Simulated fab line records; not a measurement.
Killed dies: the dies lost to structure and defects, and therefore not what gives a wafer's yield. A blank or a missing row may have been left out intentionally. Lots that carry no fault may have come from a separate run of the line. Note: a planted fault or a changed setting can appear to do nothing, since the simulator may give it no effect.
A lot that was struck, set against a sound lot	flow n5 finfet	39 out of 1938 route steps
Sound: the wafers L392.1, L392.3, L392.4. Struck: wafers L378.1, L378.2. At the end, the cause is stated.
Each step with rows lists, per side, the tool, then ch with its chambers, then its first start. Under that, the readings that differ: sound wafers	struck wafers	difference of the means	sigmas: that difference in standard deviations of wafers without a fault.
alike: a reading whose means differ by less than 2 such deviations, as well as words and numbers matching on both sides. not compared: withheld readings; readings where some wafer has no value; bounds like >300 that might hide an equal value; numbers whose values overlap and for which the record gives no deviation.
The two part at a step that has a row with sigmas, a row that says differs or no value, or rows on one side only. Non-overlapping numbers with no deviation appear without sigmas and do not part them. A reading missing from all wafers of one side parts the sides only when that side holds two or more wafers.

first, 9 steps without rows for these wafers: N5_HKMG_FIN_DESCUM_17 (chemistry O2, time 7.9 s); N5_HKMG_FIN_ETCH_31 (etches SiARC in CF4, target depth 45.5 nm, time 75.8 s); N5_HKMG_FIN_ETCH_32 (etches SOC in N2/H2, target depth 240 nm, time 300 s); N5_HKMG_FIN_STRIP_33 (strips in N2/H2); N5_HKMG_FIN_STRIP_34 (strips in CF4); N5_HKMG_FIN_ETCH_35 (etches SOC in N2/H2, target depth 215.8 nm, time 243.4 s); N5_HKMG_FIN_STRIP_92 (strips SOC in N2/H2, time 20 s); N5_HKMG_FIN_WET_ETCH_18 (etches TiN in SC1, time 55 s, target depth 5.2 nm, rinse time 30 s); N5_HKMG_FIN_STRIP_19 (strips in N2/H2, time 360 s).
N5_HKMG_FIN_ALD_91: deposits TiN, target thk 1 nm, pulse time 1 s, purge time 3 s.
  sound on ald metal-03 ch 0,1,3, day 9 12:46; struck on ald metal-02 ch 2,3, day 6 03:49
reading	sound	struck	difference	sigmas
ald cycles	47 47 47	43 43	-4	
  alike: heater power w, precursor pulse height rel
then, 27 steps without rows for these wafers: N5_HKMG_FIN_COAT_85 (time 60 s, resist thk 300 nm); N5_HKMG_FIN_ETCH_86 (etches SOC in N2/H2, stops on TiN, target depth 393.2 nm); N5_HKMG_FIN_STRIP_89 (strips SOC in N2/H2, time 20 s); N5_HKMG_FIN_WET_ETCH_87 (etches TiN in SC1, time 154.2 s, target depth 4.7 nm, rinse time 30 s); N5_HKMG_FIN_STRIP_88 (strips in N2/H2, time 360 s); N5_HKMG_FIN_NWFM_ALD_20 (deposits TiAlC, target thk 2 nm, pulse time 3 s, purge time 2 s); N5_HKMG_FIN_ALD_71 (deposits TiN, target thk 1 nm, pulse time 1 s, purge time 3 s); N5_HKMG_FIN_COAT_66 (time 60 s, resist thk 300 nm); N5_HKMG_FIN_ETCH_67 (etches SOC in N2/H2, stops on TiN, target depth 388.9 nm); N5_HKMG_FIN_STRIP_90 (strips SOC in N2/H2, time 20 s); N5_HKMG_FIN_WET_ETCH_73 (etches the open film in SC1, time 42.3 s, target depth 1.3 nm, rinse time 30 s); N5_HKMG_FIN_ETCHBACK_68 (etches the open film in Cl2/Ar, stops on HfO2, target depth 0.5 nm); N5_HKMG_FIN_STRIP_69 (strips in N2/H2, time 360 s); N5_HKMG_FIN_ALD_21 (deposits TiN, target thk 1.5 nm, pulse time 1 s, purge time 3 s); N5_HKMG_FIN_ALD_72 (deposits W, target thk 2 nm, pulse time 1 s, purge time 2 s); N5_HKMG_FIN_W_FILL_22 (material W, target thk 60 nm, time 18.2 s); N5_HKMG_FIN_PRECLEAN_83 (cleans in DIW, time 57.5 s); N5_HKMG_FIN_SRD_84 (dry time 32 s); N5_HKMG_FIN_CMP_23 (polishes, stops on SiNx, t overpolish 10 s, target thk 46.326 nm); N5_HKMG_FIN_CMP_94 (polishes, stops on SiNx, t overpolish 4.7 s, target thk 43.299 nm); N5_GATE_CUT_ETCHBACK_00 (etches W in SF6/Cl2); N5_GATE_CUT_ETCH_56 (etches TiN in Cl2/Ar, target depth 21.6 nm); N5_GATE_CUT_ETCHBACK_30 (etches TiN in Cl2/Ar, target depth 3 nm); N5_GATE_CUT_VAPOR_ETCH_60 (etches HfO2 in BCl3/Cl2); N5_GATE_CUT_ETCH_58 (etches SiNx in CH3F/O2, target depth 17 nm, time 128.6 s); N5_GATE_CUT_STRIP_59 (strips in N2/H2, time 20 s); N5_GATE_CUT_PRECLEAN_31 (cleans in DIW, time 300 s).
-- record jumps: 4 days separate the struck wafers' starts on either side; left off in module GATE_CUT, taken up again in module BEOL_M4, whose first shown step is the route's number 1111 --
N5_BEOL_M4_RC_MEAS_101:
  sound on prober-01 ch 0, day 13 21:16; struck on prober-02 ch 0, day 10 07:34
reading	sound	struck	difference	sigmas
IOFF_N_LONG (nA/um)	6.1e-05 6.2e-05 6.1e-05	7e-05 7.1e-05	+9e-06	+3
VT_N_LVT (mV)	92 94 98	85 85	-10	-2
  alike: DIBL_N, DIBL_P, IOFF_N, IOFF_P, ION_N, ION_P, SS_N, SS_P, VT_N, VT_N_LONG, VT_P
-- the record jumps here: 5 days lie between the struck wafers' starts before and after (it left off in module BEOL_M4 and takes up again in module PASSIVATION, whose first step shown is number 1936 of the route) --
N5_PASSIVATION_PROBE_49:
  the record has rows for the struck wafers here (prober-02, day 15 01:46) and none for the sound ones

## WHERE THEY PART
Earliest at N5_BEOL_M4_RC_MEAS_101; latest, in this record, at N5_PASSIVATION_PROBE_49.

WHY: the cause the simulator had injected
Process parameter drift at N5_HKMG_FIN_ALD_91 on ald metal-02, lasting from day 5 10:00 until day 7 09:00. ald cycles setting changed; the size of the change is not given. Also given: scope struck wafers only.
